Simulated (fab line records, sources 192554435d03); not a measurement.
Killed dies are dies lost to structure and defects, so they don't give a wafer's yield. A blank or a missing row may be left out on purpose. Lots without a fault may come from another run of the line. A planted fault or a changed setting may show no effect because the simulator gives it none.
Chamber matching | flow n5_finfet | N5_BEOL_M10_ETCH_65 on rie_diel-02: 4 sister chambers
The step etches SiARC in CF4, target depth 39 nm, time 65 s. 4 wafers are shown with their chamber, then 11 later ones without.

WAFERS WITH THEIR CHAMBER
wafer  | chamber | drypump_motor_current_A (A)
L088.1 | 3       | 5.5
L088.6 | 0       | 6.0
L092.2 | 2       | 6.1
L091.1 | 1       | 5.5

WAFERS WITHOUT THEIR CHAMBER
wafer  | drypump_motor_current_A (A)
L091.4 | 5.5
L091.5 | 6.0
L093.2 | 6.0
L093.5 | 6.0
L093.6 | 5.5
L094.2 | 6.2
L094.3 | 6.0
L094.4 | 6.0
L097.2 | 6.2
L097.4 | 5.5
L097.5 | 6.2

WHICH CHAMBER EACH WENT THROUGH
wafer  | from the rows above     | in truth
L091.4 | can't be placed: 1 or 3 | 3
L091.5 | can't be placed: 0 or 2 | 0
L093.2 | can't be placed: 0 or 2 | 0
L093.5 | can't be placed: 0 or 2 | 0
L093.6 | can't be placed: 1 or 3 | 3
L094.2 | can't be placed: 2 or 0 | 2
L094.3 | can't be placed: 0 or 2 | 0
L094.4 | can't be placed: 0 or 2 | 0
L097.2 | can't be placed: 2 or 0 | 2
L097.4 | can't be placed: 1 or 3 | 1
L097.5 | can't be placed: 2 or 0 | 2
Placed correctly: 0 of 11. Can't be placed from these rows: 11 (the true chamber is among the candidates in 11). Placed wrongly: 0.
How it was worked out, from the rows above alone: a wafer's distance from a chamber is the root of the sum, over the readings, of the square of ((its reading less the chamber's mean) divided by the reading's scatter). The wafer belongs to the nearest chamber; if the next one is less than 2 further off, it can't be placed. A chamber's mean is the mean of its shown wafers. The scatter: with one shown wafer a chamber, the root of the mean of the squares of how far each hidden wafer lies from its nearest shown one.
